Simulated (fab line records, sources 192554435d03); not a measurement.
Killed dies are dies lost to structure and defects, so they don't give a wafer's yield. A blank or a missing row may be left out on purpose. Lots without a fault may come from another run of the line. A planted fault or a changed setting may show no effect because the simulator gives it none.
Chamber matching | flow n5_finfet | N5_HKMG_FIN_STRIP_93 on rie_diel-05: 4 sister chambers
The step strips SOC in N2/H2, time 20 s. 8 wafers are shown with their chamber, then 9 later ones without.

WAFERS WITH THEIR CHAMBER
wafer  | chamber | showerhead_plenum_p_Torr (Torr) | drypump_motor_current_A (A)
L080.4 | 0       | 3.42                            | 5.4
L081.2 | 1       | 3.29                            | 6.2
L084.1 | 0       | 3.41                            | 5.4
L084.3 | 3       | 3.29                            | 5.5
L084.4 | 3       | 3.29                            | 5.6
L085.1 | 2       | 3.49                            | 5.6
L085.4 | 2       | 3.49                            | 5.6
L085.6 | 1       | 3.28                            | 6.2

WAFERS WITHOUT THEIR CHAMBER
wafer  | showerhead_plenum_p_Torr (Torr) | drypump_motor_current_A (A)
L089.2 | 3.48                            | 5.6
L089.3 | 3.40                            | 5.3
L089.5 | 3.28                            | 6.2
L091.2 | 3.28                            | 5.5
L091.5 | 3.40                            | 5.3
L091.6 | 3.28                            | 5.5
L096.2 | 3.28                            | 5.6
L096.5 | 3.28                            | 5.6
L096.6 | 3.48                            | 5.6

WHICH CHAMBER EACH WENT THROUGH
wafer  | from the rows above | in truth
L089.2 | 2                   | 2
L089.3 | 0                   | 0
L089.5 | 1                   | 1
L091.2 | 3                   | 3
L091.5 | 0                   | 0
L091.6 | 3                   | 3
L096.2 | 3                   | 3
L096.5 | 3                   | 3
L096.6 | 2                   | 2
Placed correctly: 9 of 9. Can't be placed from these rows: 0. Placed wrongly: 0.
How it was worked out, from the rows above alone: a wafer's distance from a chamber is the root of the sum, over the readings, of the square of ((its reading less the chamber's mean) divided by the reading's scatter). The wafer belongs to the nearest chamber; if the next one is less than 2 further off, it can't be placed. A chamber's mean is the mean of its shown wafers. The scatter: the root of (the sum of the squares of (reading less its chamber's mean) over the shown wafers, divided by (wafers less chambers)).
